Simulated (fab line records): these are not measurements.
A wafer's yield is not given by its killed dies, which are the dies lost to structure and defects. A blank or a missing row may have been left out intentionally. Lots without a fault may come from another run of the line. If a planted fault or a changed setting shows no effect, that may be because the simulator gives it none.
Matching of chambers :: flow nandHarc :: NHARC_P_M0_DEP_32 on pecvd-01: 3 sister chambers
The step deposits SiCN, target thk 30 nm. 14 wafers are shown with their chamber, then 7 later ones without.

## WAFERS, EACH WITH ITS CHAMBER
wafer: L076.2
chamber: 2
heaterPowerOuterW (W): 331
heaterPowerW (W): 599

wafer: L076.5
chamber: 2
heaterPowerOuterW (W): 346
heaterPowerW (W): 591

wafer: L076.6
chamber: 0
heaterPowerOuterW (W): 457
heaterPowerW (W): 763

wafer: L078.3
chamber: 0
heaterPowerOuterW (W): 408
heaterPowerW (W): 684

wafer: L078.4
chamber: 2
heaterPowerOuterW (W): 266
heaterPowerW (W): 485

wafer: L078.6
chamber: 1
heaterPowerOuterW (W): 303
heaterPowerW (W): 566

wafer: L079.1
chamber: 0
heaterPowerOuterW (W): 421
heaterPowerW (W): 710

wafer: L079.2
chamber: 2
heaterPowerOuterW (W): 326
heaterPowerW (W): 574

wafer: L079.3
chamber: 1
heaterPowerOuterW (W): 298
heaterPowerW (W): 585

wafer: L084.1
chamber: 2
heaterPowerOuterW (W): 263
heaterPowerW (W): 481

wafer: L084.3
chamber: 2
heaterPowerOuterW (W): 262
heaterPowerW (W): 481

wafer: L084.6
chamber: 2
heaterPowerOuterW (W): 268
heaterPowerW (W): 493

wafer: L086.1
chamber: 0
heaterPowerOuterW (W): 405
heaterPowerW (W): 679

wafer: L086.3
chamber: 0
heaterPowerOuterW (W): 410
heaterPowerW (W): 686

SIGNATURES (means of the wafers above)
reading: heaterPowerOuterW
chamber 0: 420.20
chamber 1: 300.50
chamber 2: 294.57
scatter within a chamber: 30.7

reading: heaterPowerW
chamber 0: 704.40
chamber 1: 575.50
chamber 2: 529.14
scatter within a chamber: 46.4
Rule: a wafer lies at a distance from a chamber equal to the root of the sum of squares, over the readings, of (its reading less the chamber's mean, divided by the reading's scatter). The wafer belongs to the nearest chamber; if the next one is less than 2 further off, it can't be placed. How the scatter is found: for the shown wafers, subtract from each reading the mean of its chamber, square and add these, divide the total by (wafers less chambers), then take the root.

## WAFERS MISSING THEIR CHAMBER
wafer: L086.4
heaterPowerOuterW (W): 335
heaterPowerW (W): 579

wafer: L091.1
heaterPowerOuterW (W): 428
heaterPowerW (W): 734

wafer: L091.2
heaterPowerOuterW (W): 310
heaterPowerW (W): 577

wafer: L091.3
heaterPowerOuterW (W): 309
heaterPowerW (W): 579

wafer: L096.2
heaterPowerOuterW (W): 324
heaterPowerW (W): 586

wafer: L096.3
heaterPowerOuterW (W): 449
heaterPowerW (W): 739

wafer: L096.4
heaterPowerOuterW (W): 320
heaterPowerW (W): 592

## THE CHAMBER EACH PASSED THROUGH
wafer: L086.4
from the rows above: can't be placed: 1 or 2
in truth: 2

wafer: L091.1
from the rows above: 0
in truth: 0

wafer: L091.2
from the rows above: can't be placed: 1 or 2
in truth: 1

wafer: L091.3
from the rows above: can't be placed: 1 or 2
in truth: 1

wafer: L096.2
from the rows above: can't be placed: 1 or 2
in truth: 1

wafer: L096.3
from the rows above: 0
in truth: 0

wafer: L096.4
from the rows above: can't be placed: 1 or 2
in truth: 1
Placed correctly: 2 of 7. Can't be placed from these rows: 5 (the true chamber is among the candidates in 5). Wrongly placed: 0.
